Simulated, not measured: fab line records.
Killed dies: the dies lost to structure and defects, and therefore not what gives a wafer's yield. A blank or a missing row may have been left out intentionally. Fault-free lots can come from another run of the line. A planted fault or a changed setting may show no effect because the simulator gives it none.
fab line records	flow nand-harc
record: lots: 24	wafers: 72	last-day: 33
route steps=1302 shown P_START@1 P_GATE@157 P_CONTACT@217 P_M0@269
lots untouched by any fault: they come from a run of this same line in which no faults occurred
start-h: hours from the record's opening day to when the first of the lot's shown wafers began	wait-h: hours elapsed since this lot's preceding step	" same as the row above	L1.1+2: a row that stands for several wafers	- either no value or no given start	* or withheld: withheld	< > ~ a bound
route shown NAME@n: NAME is a module with steps in the file, n the number in the route of the first one	usual: average and standard deviation across the fault-free wafers	same: alike in all rows	chamber/n: place in a boat	sites: each site's reading	_std_site: the standard deviation of these	_edge_site: outer sites' mean less inner sites'	radius-mm: for every site, how far away it sits from the centre of the wafer	mask NAME#n: copy n	behind: tool/chamber where the wafer was last shaped	hold: cause of the lot's hold/its duration in hours/its outcome	device: whichever transistor did not switch (one of n, p or np)	end of line: the route-end tests of the same wafers	a step without rows: its recipe alone	killed: not the wafer's yield, but the dies lost to structure and defects at the first sort	map: the dies of a wafer, with x for killed, . for not killed, _ for no die there
set.NAME: the setting the step ran with; set.NAME@STEP: the setting that earlier step ran with	model.NAME: the simulator's own value behind a step, which no gauge read
route steps across a sampled set of lots; one table per step, one row per wafer
services: a tool's chamber out of use, with start hour (start-h, from the record's first day; less than 0 if before it), hours out, and reason
== steps ==
step: NHARC_P_START_INSPECT_01
usual: raw-defect-count: 3.5/2.1
lot.wafer	tool	chamber	start-h	wait-h	raw-defect-count
L074.1	defect-inspect-01	-	20.04	-	1
L074.3	"	-	"	"	1
L074.4	"	-	"	"	3
L075.2	defect-inspect-02	-	30.04	-	1
L075.3	"	-	"	"	2
L075.6	"	-	"	"	3
L076.2	defect-inspect-01	-	40.04	-	2
L076.3	"	-	"	"	9
L076.5	"	-	"	"	4
L077.2	defect-inspect-02	-	50.04	-	7
L077.5	"	-	"	"	4
L077.6	"	-	"	"	3
L078.2	defect-inspect-02	-	60.04	-	4
L078.3	"	-	"	"	16
L078.6	"	-	"	"	5
L079.1	defect-inspect-02	-	70.03	-	2
L079.5	"	-	"	"	2
L079.6	"	-	"	"	3
L080.1	defect-inspect-02	-	80.03	-	1
L080.2	"	-	"	"	4
L080.6	"	-	"	"	5
L081.1	defect-inspect-01	-	90.04	-	3
L081.3	"	-	"	"	1
L081.6	"	-	"	"	3
L082.1	defect-inspect-01	-	100.04	-	4
L082.3	"	-	"	"	2
L082.6	"	-	"	"	2
L083.1	defect-inspect-01	-	110.04	-	4
L083.5	"	-	"	"	2
L083.6	"	-	"	"	4
L084.1	defect-inspect-01	-	120.04	-	2
L084.2	"	-	"	"	3
L084.3	"	-	"	"	5
L085.1	defect-inspect-01	-	130.04	-	4
L085.4	"	-	"	"	3
L085.6	"	-	"	"	2
L086.2	defect-inspect-02	-	140.05	-	8
L086.4	"	-	"	"	5
L086.5	"	-	"	"	2
L087.1	defect-inspect-01	-	150.04	-	1
L087.2	"	-	"	"	5
L087.4	"	-	"	"	6
L088.3	defect-inspect-02	-	160.04	-	3
L088.4	"	-	"	"	3
L088.6	"	-	"	"	3
L089.1	defect-inspect-01	-	170.04	-	5
L089.2	"	-	"	"	3
L089.3	"	-	"	"	2
L090.1	defect-inspect-02	-	180.03	-	6
L090.5	"	-	"	"	4
L090.6	"	-	"	"	3
L091.2	defect-inspect-01	-	190.04	-	3
L091.5	"	-	"	"	3
L091.6	"	-	"	"	0
L092.2	defect-inspect-02	-	200.04	-	0
L092.3	"	-	"	"	3
L092.4	"	-	"	"	2
L093.1	defect-inspect-01	-	210.04	-	6
L093.2	"	-	"	"	7
L093.5	"	-	"	"	1
L094.2	defect-inspect-01	-	220.04	-	2
L094.3	"	-	"	"	5
L094.5	"	-	"	"	2
L095.1	defect-inspect-01	-	230.04	-	3
L095.2	"	-	"	"	4
L095.3	"	-	"	"	2
L096.1	defect-inspect-01	-	240.04	-	6
L096.2	"	-	"	"	1
L096.4	"	-	"	"	5
L097.2	defect-inspect-02	-	250.04	-	4
L097.4	"	-	"	"	3
L097.6	"	-	"	"	2
step: NHARC_P_GATE_STRIP_101
recipe: time-s: 20	o2-flow-sccm: 500	ar-flow-sccm: 0	bias-w: 0	chemistry: O2
usual: drypump-motor-current-A: 6.0/0.61	mfc-ar-sccm: 0.013/0.016	oes-product-au: 0.999/0.01	rf-vpp-V: 57.8/0.8	showerhead-plenum-p-Torr: 3.53/0.092	throttle-valve-pct: 17.036/0.0084
lot.wafer	tool	chamber	start-h	wait-h	drypump-motor-current-A	mfc-ar-sccm	oes-product-au	rf-hours-counter-h	rf-vpp-V	showerhead-plenum-p-Torr	throttle-valve-pct
L074.4	rie-diel-05	3	112.39	0.1	6.3	0.026	1.025	2.8	57.4	3.39	17.046
L074.3	"	0	"	"	5.0	0.001	0.995	3.8	58.6	3.68	17.053
L074.1	"	1	"	"	5.1	0	1.004	4.1	58.2	3.59	17.045
L075.2	rie-diel-05	2	122.29	0.1	6.5	0	1.018	3.4	58.2	3.66	17.038
L075.3	"	3	"	"	6.2	0.026	1.020	3.1	57.7	3.39	17.038
L075.6	"	1	"	"	5.1	0	1.016	-	58.3	3.59	17.036
L076.3	rie-diel-05	0	135.83	0.1	5.0	0.001	0.986	4.2	57.0	3.68	17.039
L076.2	"	1	"	"	5.1	0	1.009	4.5	57.0	3.59	17.034
L076.5	"	0	"	"	5.0	0.001	0.995	-	57.4	3.69	17.032
L077.2	rie-diel-05	3	140.79	0.1	6.2	0.026	1.011	3.3	57.9	3.39	17.033
L077.5	"	1	"	"	5.1	0	1.010	-	59.9	3.59	17.020
L077.6	"	2	"	"	6.5	0	1.023	-	58.3	3.66	17.040
L079.1	rie-diel-03	1	159.24	0.1	6.1	0	0.998	4.1	57.7	3.37	17.032
L079.5	"	2	"	"	5.2	0.038	0.999	-	58.7	3.51	17.044
L079.6	"	3	"	"	6.4	0	0.990	-	58.6	3.49	17.041
L078.3	rie-diel-02	0	159.63	0.1	5.3	0	1.010	5.0	57.5	3.59	17.040
L078.2	"	1	"	"	5.8	0.035	1.011	4.7	58.1	3.61	17.041
L078.6	"	3	"	"	5.9	0	0.998	-	57.5	3.60	17.032
L080.2	rie-diel-03	0	177.72	0.1	6.8	0.016	0.998	4.8	57.3	3.58	17.044
L080.1	"	2	"	"	5.2	0.038	0.999	3.1	57.4	3.51	17.026
L080.6	"	3	"	"	6.4	0	1.004	-	59.0	3.49	17.051
L081.1	rie-diel-02	1	191.87	0.1	5.8	0.035	1.004	6.6	57.3	3.61	17.033
L081.3	"	3	"	"	5.9	0	0.996	7.0	58.3	3.60	17.033
L081.6	"	2	"	"	6.5	0.044	0.993	-	57.1	3.51	17.035
L082.1	rie-diel-03	1	194.39	0.1	6.2	0	0.997	6.4	57.8	3.37	17.038
L082.3	"	3	"	"	6.4	0	1.008	6.4	57.3	3.49	17.030
L082.6	"	0	"	"	6.8	0.016	1.006	-	57.1	3.58	17.033
L083.1	rie-diel-02	3	206.45	0.1	5.9	0	0.998	8.5	57.6	3.60	17.048
L083.6	"	1	"	"	5.8	0.035	1.002	-	58.7	3.61	17.035
L083.5	"	2	"	"	6.5	0.044	0.998	-	58.0	3.51	17.042
L084.1	rie-diel-03	2	214.92	0.1	5.2	0.038	0.994	5.9	56.4	3.51	17.051
L084.2	"	3	"	"	6.4	0	0.995	7.5	57.7	3.48	17.027
L084.3	"	1	"	"	6.1	0	0.987	7.2	57.7	3.37	17.018
L085.4	rie-diel-03	1	221.66	0.1	6.1	0	0.987	7.8	57.1	3.37	17.041
L085.1	"	2	"	"	5.3	0.038	0.988	6.7	56.9	3.51	17.032
L085.6	"	1	"	"	6.2	0	0.987	-	58.5	3.37	17.047
L086.2	rie-diel-03	0	232.94	0.1	6.8	0.016	1.000	6.3	58.3	3.58	17.035
L086.4	"	1	"	"	6.1	0	0.992	8.0	57.3	3.37	17.041
L086.5	"	3	"	"	6.4	0	0.988	-	58.4	3.48	17.019
L087.2	rie-diel-03	3	235.20	0.1	6.4	0	1.006	8.6	58.7	3.48	17.030
L087.4	"	0	"	"	6.8	0.016	0.994	6.3	57.4	3.58	17.024
L087.1	"	1	"	"	6.1	0	0.992	8.0	57.8	3.37	17.008
L088.3	rie-diel-03	1	249.88	0.1	6.2	0	0.989	8.3	55.4	3.37	17.024
L088.4	"	3	"	"	6.4	0	1.001	9.0	58.8	3.48	17.031
L088.6	"	2	"	"	5.2	0.038	0.997	-	57.3	3.51	17.034
L089.1	rie-diel-02	2	256.17	0.1	6.5	0.044	0.983	2.0	57.9	3.51	17.047
L089.2	"	3	"	"	5.9	0	0.977	2.6	58.6	3.60	17.041
L089.3	"	1	"	"	5.8	0.035	0.999	1.6	58.3	3.61	17.029
L090.1	rie-diel-05	3	262.46	0.1	6.3	0.026	1.008	1.2	56.6	3.39	17.037
L090.6	"	2	"	"	6.5	0	1.004	-	57.9	3.66	17.032
L090.5	"	3	"	"	6.2	0.026	1.014	-	58.3	3.39	17.046
L091.2	rie-diel-03	3	274.26	0.1	6.5	0	0.989	9.1	56.3	3.48	17.035
L091.6	"	3	"	"	6.4	0	1.007	-	57.9	3.48	17.029
L091.5	"	0	"	"	6.8	0.016	0.988	-	58.0	3.58	17.034
L092.2	rie-diel-02	2	291.34	0.1	6.5	0.044	0.991	2.3	57.7	3.51	17.040
L092.3	"	3	"	"	5.9	0	0.988	2.9	58.0	3.60	17.054
L092.4	"	0	"	"	5.3	0	0.999	2.5	57.4	3.59	17.036
L093.1	rie-diel-05	0	294.97	0.1	5.0	0.001	0.986	2.0	57.1	3.68	17.042
L093.2	"	2	"	"	6.5	0	1.010	2.0	57.5	3.66	17.036
L093.5	"	0	"	"	5.0	0.001	0.998	-	57.5	3.68	17.042
L094.2	rie-diel-03	3	304.42	0.1	6.4	0	1.007	1.9	57.9	3.48	17.031
L094.3	"	0	"	"	6.8	0.016	0.985	1.8	57.5	3.57	17.029
L094.5	"	0	"	"	6.8	0.016	1.001	-	57.5	3.57	17.038
L095.3	rie-diel-05	2	328.73	0.1	6.5	0	1.003	5.7	56.6	3.66	17.036
L095.2	"	0	"	"	5.0	0.001	0.975	6.0	57.1	3.68	17.027
L095.1	"	1	"	"	5.1	0	0.997	5.5	58.2	3.59	17.046
L096.2	rie-diel-03	2	333.43	0.1	5.2	0.038	0.993	4.5	56.0	3.51	17.040
L096.1	"	3	"	"	6.4	0	1.002	3.8	57.6	3.48	17.035
L096.4	"	1	"	"	6.2	0	0.997	4.2	56.2	3.37	17.036
L097.4	rie-diel-03	3	340.79	0.1	6.4	0	1.001	3.9	57.6	3.48	17.032
L097.2	"	2	"	"	5.2	0.038	0.997	4.6	57.0	3.51	17.045
L097.6	"	0	"	"	6.8	0.016	0.998	-	59.7	3.57	17.044
step: NHARC_P_CONTACT_DEP_30
recipe: target-thk-a: 300	temp-c: 400	target-thk-nm: 30	flow-sccm: 200	rf-w: 450	material: SiNx
usual: heater-power-w: 700/79
lot.wafer	tool	chamber	start-h	wait-h	heater-power-w
L074.3	pecvd-03	2	119.78	0.1	583
L074.1	"	0	"	"	664
L074.4	"	0	"	"	669
L075.2	pecvd-04	2	129.59	0.1	820
L075.3	"	0	"	"	692
L075.6	"	2	"	"	830
L076.3	pecvd-03	1	143.30	0.1	824
L076.2	"	2	"	"	645
L076.5	"	0	"	"	769
L077.2	pecvd-04	0	148.20	0.1	636
L077.6	"	1	"	"	668
L077.5	"	2	"	"	854
L079.1	pecvd-03	0	167.03	0.1	787
L079.5	"	1	"	"	780
L079.6	"	2	"	"	646
L078.3	pecvd-04	1	177.05	0.1	666
L078.2	"	2	"	"	826
L078.6	"	0	"	"	712
L080.1	pecvd-04	0	185.36	0.1	703
L080.2	"	1	"	"	718
L080.6	"	1	"	"	703
L081.3	pecvd-04	0	199.32	0.1	583
L081.1	"	1	"	"	694
L081.6	"	0	"	"	570
L082.3	pecvd-04	0	201.91	0.1	664
L082.1	"	1	"	"	689
L082.6	"	0	"	"	669
L083.1	pecvd-03	2	213.90	0.1	620
L083.5	"	1	"	"	715
L083.6	"	2	"	"	633
L084.1	pecvd-03	0	222.34	0.1	697
L084.3	"	1	"	"	745
L084.2	"	2	"	"	617
L085.1	pecvd-04	2	228.99	0.1	772
L085.4	"	2	"	"	781
L085.6	"	0	"	"	633
L086.2	pecvd-03	0	240.52	0.1	716
L086.4	"	1	"	"	636
L086.5	"	0	"	"	738
L087.2	pecvd-03	1	242.70	0.1	697
L087.1	"	2	"	"	561
L087.4	"	1	"	"	683
L088.3	pecvd-03	0	257.84	0.1	642
L088.6	"	2	"	"	634
L088.4	"	0	"	"	657
L089.2	pecvd-01	1	263.89	0.1	881
L089.1	"	2	"	"	628
L089.3	"	0	"	"	817
L090.1	pecvd-04	1	269.92	0.1	682
L090.6	"	0	"	"	641
L090.5	"	1	"	"	671
L091.2	pecvd-03	0	282.18	0.1	763
L091.5	"	2	"	"	585
L091.6	"	1	"	"	735
L092.2	pecvd-03	1	298.74	0.1	754
L092.3	"	2	"	"	524
L092.4	"	1	"	"	742
L093.2	pecvd-03	2	302.61	0.1	626
L093.1	"	0	"	"	793
L093.5	"	1	"	"	689
L094.3	pecvd-03	1	311.91	0.1	633
L094.2	"	2	"	"	629
L094.5	"	1	"	"	624
L095.2	pecvd-01	2	336.26	0.1	583
L095.1	"	0	"	"	761
L095.3	"	1	"	"	763
L096.1	pecvd-04	2	341.40	0.1	864
L096.2	"	0	"	"	644
L096.4	"	0	"	"	645
L097.2	pecvd-03	0	348.00	0.1	771
L097.4	"	2	"	"	625
L097.6	"	0	"	"	802
step: NHARC_P_CONTACT_CMP_01
recipe: target-thk-nm: 200	material: SiO2
usual: motor-current-A: 12.3/1.3
lot.wafer	tool	chamber	start-h	wait-h	motor-current-A
L074.3	cmp-02	0	120.51	-	10.9
L074.1	"	1	"	"	12.4
L074.4	"	2	"	"	10.2
L075.3	cmp-01	0	130.30	-	12.8
L075.2	"	2	"	"	10.3
L075.6	"	0	"	"	12.7
L076.3	cmp-03	0	144.00	-	15.3
L076.2	"	2	"	"	12.4
L076.5	"	0	"	"	15.6
L077.2	cmp-02	0	148.97	-	11.7
L077.5	"	2	"	"	10.7
L077.6	"	3	"	"	12.6
L079.1	cmp-02	3	167.80	-	13.4
L079.6	"	1	"	"	12.4
L079.5	"	2	"	"	11.1
L078.2	cmp-02	1	177.72	-	13.0
L078.3	"	0	"	"	11.3
L078.6	"	2	"	"	10.2
L080.2	cmp-03	0	186.04	-	15.4
L080.1	"	3	"	"	12.0
L080.6	"	1	"	"	10.7
L081.3	cmp-01	2	200.02	-	10.5
L081.1	"	3	"	"	12.0
L081.6	"	1	"	"	12.7
L082.1	cmp-03	3	202.62	-	12.3
L082.3	"	0	"	"	14.1
L082.6	"	0	"	"	15.0
L083.1	cmp-01	1	214.62	-	13.3
L083.5	"	3	"	"	12.3
L083.6	"	0	"	"	12.3
L084.1	cmp-02	3	223.07	-	12.8
L084.2	"	0	"	"	11.5
L084.3	"	1	"	"	12.5
L085.1	cmp-03	3	229.68	-	12.4
L085.4	"	0	"	"	15.1
L085.6	"	3	"	"	12.3
L086.2	cmp-03	0	241.16	-	14.8
L086.4	"	3	"	"	12.3
L086.5	"	0	"	"	15.0
L087.1	cmp-03	2	243.43	-	13.0
L087.4	"	0	"	"	15.5
L087.2	"	1	"	"	11.3
L088.4	cmp-01	2	258.52	-	10.3
L088.3	"	3	"	"	12.7
L088.6	"	1	"	"	12.8
L089.2	cmp-03	2	264.60	-	11.9
L089.3	"	0	"	"	15.1
L089.1	"	1	"	"	11.6
L090.1	cmp-02	3	270.68	-	12.6
L090.6	"	0	"	"	11.5
L090.5	"	1	"	"	12.5
L091.2	cmp-02	2	282.88	-	10.3
L091.6	"	1	"	"	12.5
L091.5	"	2	"	"	10.4
L092.2	cmp-02	2	299.47	-	10.3
L092.3	"	3	"	"	12.6
L092.4	"	0	"	"	12.0
L093.1	cmp-01	0	303.32	-	13.7
L093.2	"	1	"	"	13.3
L093.5	"	0	"	"	13.5
L094.2	cmp-03	3	312.61	-	11.6
L094.3	"	0	"	"	15.5
L094.5	"	0	"	"	15.3
L095.3	cmp-02	0	336.97	-	11.9
L095.2	"	1	"	"	13.0
L095.1	"	3	"	"	13.3
L096.1	cmp-03	1	342.12	-	11.4
L096.4	"	3	"	"	12.5
L096.2	"	0	"	"	15.2
L097.4	cmp-01	1	348.73	-	12.8
L097.2	"	2	"	"	10.2
L097.6	"	3	"	"	11.9
step: NHARC_P_CONTACT_ETCH_36
recipe: target-depth-a: 2600	over-etch-frac: 0.25	time-s: 406.25	ion-energy-ev: 200	n2-flow-sccm: 150	h2-flow-sccm: 150	ar-flow-sccm: 0	rf-w: 400	bias-w: 150	chemistry: N2/H2
usual: drypump-motor-current-A: 5.4/0.39	mfc-ar-sccm: 0.010/0.013	n2-flow-sccm: 150.0/0.39	oes-product-au: 1.001/0.0091	rf-vpp-V: 430/3.1	showerhead-plenum-p-Torr: 2.03/0.1	throttle-valve-pct: 14.172/0.0097
same: over-etch-frac: 0.25
lot.wafer	tool	chamber	start-h	wait-h	drypump-motor-current-A	mfc-ar-sccm	n2-flow-sccm	oes-product-au	rf-hours-counter-h	rf-vpp-V	showerhead-plenum-p-Torr	throttle-valve-pct
L074.3	rie-diel-06	1	-	-	5.3	0	149.8	1.003	4.4	434	2.13	14.157
L074.4	"	2	"	"	5.8	0.011	149.5	1.008	4.4	433	2.21	14.185
L074.1	"	0	"	"	5.9	0.024	149.8	1.019	4.4	428	1.97	14.160
L075.3	rie-diel-11	1	-	-	5.1	0.000	150.2	1.015	2.2	430	2.01	14.182
L075.2	"	3	"	"	5.9	0.001	150.0	1.021	2.4	432	2.10	14.167
L075.6	"	2	"	"	5.1	0	150.2	1.001	-	426	1.95	14.169
L076.3	rie-diel-06	0	-	-	5.8	0.024	150.1	1.004	0.1	430	1.97	14.166
L076.2	"	3	"	"	4.7	0.008	150.4	0.988	0.1	428	1.97	14.183
L076.5	"	3	"	"	4.8	0.008	150.6	0.998	-	428	1.97	14.184
L077.2	rie-diel-11	0	-	-	5.1	0.025	149.8	0.984	3.8	426	1.90	14.184
L077.5	"	0	"	"	5.1	0.025	150.7	1.003	-	427	1.90	14.166
L077.6	"	1	"	"	5.1	0.000	149.9	1.004	-	429	2.01	14.160
L079.1	rie-diel-06	1	-	-	5.3	0	149.5	0.997	0.5	432	2.13	14.172
L079.6	"	1	"	"	5.3	0	149.8	0.991	-	434	2.13	14.178
L079.5	"	2	"	"	5.8	0.011	149.7	1.017	-	435	2.21	14.159
L078.2	rie-diel-11	1	-	-	5.1	0.000	150.2	0.994	4.8	430	2.00	14.165
L078.3	"	2	"	"	5.1	0	149.4	0.994	4.6	428	1.95	14.167
L078.6	"	2	"	"	5.1	0	149.5	0.988	-	427	1.95	14.175
L080.1	rie-diel-10	3	-	-	5.0	0.042	149.5	0.998	2.4	434	2.18	14.181
L080.2	"	0	"	"	5.7	0.017	150.6	0.991	2.4	431	2.06	14.166
L080.6	"	2	"	"	6.0	0	150.5	0.986	-	429	1.99	14.164
L081.1	rie-diel-11	2	-	-	5.1	0	150.3	0.992	6.2	427	1.95	14.172
L081.3	"	0	"	"	5.1	0.025	149.6	0.988	6.2	425	1.90	14.165
L081.6	"	1	"	"	5.2	0.000	150.7	1.008	-	428	2.00	14.181
L082.1	rie-diel-11	0	-	-	5.1	0.025	150.0	0.998	6.5	427	1.90	14.156
L082.3	"	3	"	"	5.9	0.001	149.9	1.009	6.1	432	2.09	14.164
L082.6	"	1	"	"	5.1	0.000	150.0	1.001	-	429	2.00	14.184
L083.1	rie-diel-10	2	-	-	5.9	0	150.8	0.997	3.3	429	1.99	14.171
L083.5	"	3	"	"	5.0	0.042	149.8	1.006	-	436	2.18	14.163
L083.6	"	0	"	"	5.7	0.017	150.3	0.995	-	432	2.06	14.170
L084.3	rie-diel-06	1	-	-	5.3	0	149.3	0.992	1.8	434	2.13	14.183
L084.2	"	2	"	"	5.8	0.011	149.8	0.993	2.2	435	2.21	14.184
L084.1	"	3	"	"	4.8	0.008	149.5	0.994	2.0	429	1.97	14.167
L085.1	rie-diel-06	3	-	-	4.8	0.008	150.2	0.999	2.5	427	1.97	14.205
L085.4	"	0	"	"	5.8	0.024	150.0	1.003	2.3	428	1.97	14.179
L085.6	"	0	"	"	5.8	0.024	149.4	1.005	-	429	1.97	14.171
L086.2	rie-diel-10	2	-	-	5.9	0	150.3	0.992	4.1	429	1.99	14.166
L086.5	"	1	"	"	5.7	0	150.2	0.978	-	426	1.91	14.177
L086.4	"	0	"	"	5.7	0.017	149.2	0.997	-	430	2.06	14.167
L087.2	rie-diel-06	2	-	-	5.8	0.011	150.2	1.000	3.3	435	2.21	14.157
L087.1	"	3	"	"	4.8	0.008	149.3	0.987	3.4	427	1.97	14.163
L087.4	"	3	"	"	4.8	0.008	149.4	0.990	-	427	1.97	14.155
L088.3	rie-diel-10	2	-	-	5.9	0	149.3	1.004	0.3	429	1.99	14.180
L088.6	"	1	"	"	5.7	0	149.7	1.012	-	426	1.91	14.173
L088.4	"	2	"	"	5.9	0	150.0	0.997	-	427	1.99	14.160
L089.1	rie-diel-10	1	-	-	5.7	0	150.2	1.020	0.8	427	1.91	14.168
L089.2	"	2	"	"	5.9	0	149.8	1.006	0.8	428	1.99	14.164
L089.3	"	3	"	"	5.0	0.042	150.0	1.007	0.9	435	2.18	14.163
L090.1	rie-diel-11	1	-	-	5.1	0.000	149.2	1.003	0.1	429	2.00	14.180
L090.5	"	1	"	"	5.1	0.000	149.8	1.005	-	429	2.00	14.171
L090.6	"	2	"	"	5.1	0	150.1	1.013	-	428	1.95	14.157
L091.2	rie-diel-11	0	-	-	5.1	0.025	150.0	1.013	0.5	427	1.89	14.168
L091.5	"	1	"	"	5.1	0.000	150.7	1.002	-	430	2.00	14.186
L091.6	"	2	"	"	5.1	0	149.6	1.015	-	427	1.95	14.167
L092.3	rie-diel-06	2	-	-	5.9	0.011	150.1	1.000	4.5	436	2.21	14.180
L092.4	"	3	"	"	4.8	0.008	150.0	0.992	4.6	428	1.97	14.175
L092.2	"	0	"	"	5.9	0.024	150.1	1.001	3.7	429	1.97	14.166
L093.2	rie-diel-10	2	-	-	5.9	0	149.9	1.011	1.5	428	1.99	14.155
L093.1	"	3	"	"	5.0	0.042	149.9	1.005	1.6	435	2.18	14.177
L093.5	"	2	"	"	5.9	0	150.9	0.999	-	428	1.99	14.163
L094.3	rie-diel-10	0	-	-	5.6	0.017	149.8	0.990	0.9	430	2.06	14.173
L094.2	"	1	"	"	5.7	0	150.6	0.999	2.1	427	1.91	14.176
L094.5	"	1	"	"	5.7	0	149.2	1.008	-	428	1.91	14.174
L095.3	rie-diel-10	3	-	-	5.0	0.042	149.3	1.007	2.7	434	2.18	14.152
L095.1	"	0	"	"	5.6	0.017	149.9	0.996	1.6	431	2.06	14.164
L095.2	"	2	"	"	5.9	0	150.1	1.001	2.5	429	1.99	14.179
L096.2	rie-diel-06	3	-	-	4.8	0.008	150.5	1.006	0.3	427	1.97	14.166
L096.4	"	0	"	"	5.8	0.024	149.9	1.013	0.5	429	1.97	14.182
L096.1	"	1	"	"	5.3	0	149.6	0.992	0.5	434	2.13	14.148
L097.4	rie-diel-06	2	-	-	5.8	0.011	149.9	1.007	1.0	435	2.20	14.176
L097.2	"	0	"	"	5.8	0.024	149.7	1.005	0.9	427	1.97	14.181
L097.6	"	2	"	"	5.8	0.011	149.8	1.018	-	434	2.21	14.172
step: NHARC_P_M0_CD_MEAS_16
usual: cd-nm: 89.8/0.74
lot.wafer	tool	chamber	start-h	wait-h	cd-nm
L074.1	cd-sem-02	-	125.98	-	90.0
L074.3	"	-	"	"	89.4
L074.4	"	-	"	"	89.4
L075.2	cd-sem-03	-	135.69	-	88.2
L075.3	"	-	"	"	89.3
L075.6	"	-	"	"	88.5
L076.2	cd-sem-01	-	149.77	-	90.0
L076.3	"	-	"	"	90.2
L076.5	"	-	"	"	89.4
L077.2	cd-sem-01	-	154.28	-	90.9
L077.5	"	-	"	"	89.8
L077.6	"	-	"	"	91.3
L079.1	cd-sem-02	-	173.74	-	89.6
L079.5	"	-	"	"	90.3
L079.6	"	-	"	"	88.4
L078.2	cd-sem-02	-	182.99	-	89.6
L078.3	"	-	"	"	88.9
L078.6	"	-	"	"	88.9
L080.1	cd-sem-02	-	191.39	-	90.3
L080.2	"	-	"	"	90.3
L080.6	"	-	"	"	90.0
L081.1	cd-sem-02	-	205.39	-	89.2
L081.3	"	-	"	"	89.5
L081.6	"	-	"	"	89.2
L082.1	cd-sem-02	-	208.10	-	92.1
L082.3	"	-	"	"	90.7
L082.6	"	-	"	"	90.7
L083.1	cd-sem-02	-	220.47	-	90.1
L083.5	"	-	"	"	89.1
L083.6	"	-	"	"	90.4
L084.1	cd-sem-02	-	228.52	-	90.2
L084.2	"	-	"	"	89.9
L084.3	"	-	"	"	91.6
L085.1	cd-sem-02	-	235.67	-	89.7
L085.4	"	-	"	"	90.0
L085.6	"	-	"	"	90.3
L086.2	cd-sem-02	-	246.67	-	90.4
L086.4	"	-	"	"	90.6
L086.5	"	-	"	"	90.2
L087.1	cd-sem-01	-	249.11	-	89.9
L087.2	"	-	"	"	89.3
L087.4	"	-	"	"	90.1
L088.3	cd-sem-03	-	264.38	-	89.4
L088.4	"	-	"	"	90.8
L088.6	"	-	"	"	89.7
L089.1	cd-sem-02	-	270.17	-	89.6
L089.2	"	-	"	"	88.7
L089.3	"	-	"	"	88.8
L090.1	cd-sem-01	-	276.04	-	90.0
L090.5	"	-	"	"	90.6
L090.6	"	-	"	"	91.2
L091.2	cd-sem-03	-	288.26	-	89.3
L091.5	"	-	"	"	89.4
L091.6	"	-	"	"	88.7
L092.2	cd-sem-01	-	304.86	-	89.0
L092.3	"	-	"	"	89.5
L092.4	"	-	"	"	90.3
L093.1	cd-sem-03	-	308.82	-	90.9
L093.2	"	-	"	"	89.7
L093.5	"	-	"	"	90.2
L094.2	cd-sem-01	-	318.53	-	89.5
L094.3	"	-	"	"	90.0
L094.5	"	-	"	"	91.1
L095.1	cd-sem-01	-	342.45	-	89.2
L095.2	"	-	"	"	90.3
L095.3	"	-	"	"	89.4
L096.1	cd-sem-01	-	347.49	-	90.3
L096.2	"	-	"	"	89.6
L096.4	"	-	"	"	90.3
L097.2	cd-sem-02	-	354.03	-	89.0
L097.4	"	-	"	"	88.9
L097.6	"	-	"	"	89.3
== services ==
tool	chamber	start-h	hours	kind
pecvd-03	2	93.82	9.3	repair
pecvd-04	-	103.95	13.0	pm
rie-diel-03	-	104.30	9.0	pm
rie-diel-06	-	130.20	9.0	pm
cmp-02	-	134.65	4.0	pm
rie-diel-03	0	134.75	12.1	repair
rie-diel-06	1	142.34	6.4	repair
rie-diel-03	2	144.58	12.4	repair
cmp-03	-	162.26	4.0	pm
cmp-03	-	167.10	0.3	repair
pecvd-03	2	176.66	13.6	repair
rie-diel-03	0	181.59	8.4	repair
cmp-02	-	183.41	4.4	repair
pecvd-03	-	185.00	13.0	pm
pecvd-03	2	204.11	4.7	repair
cmp-03	-	208.98	2.1	repair
cmp-03	-	213.48	6.9	repair
rie-diel-06	0	216.88	1.4	repair
cmp-02	-	232.65	4.0	pm
cmp-03	-	237.57	1.0	repair
rie-diel-03	0	250.38	7.5	repair
rie-diel-03	-	281.30	9.0	pm
pecvd-03	-	297.08	0.4	repair
pecvd-03	0	317.86	3.1	repair
== key ==
fault none
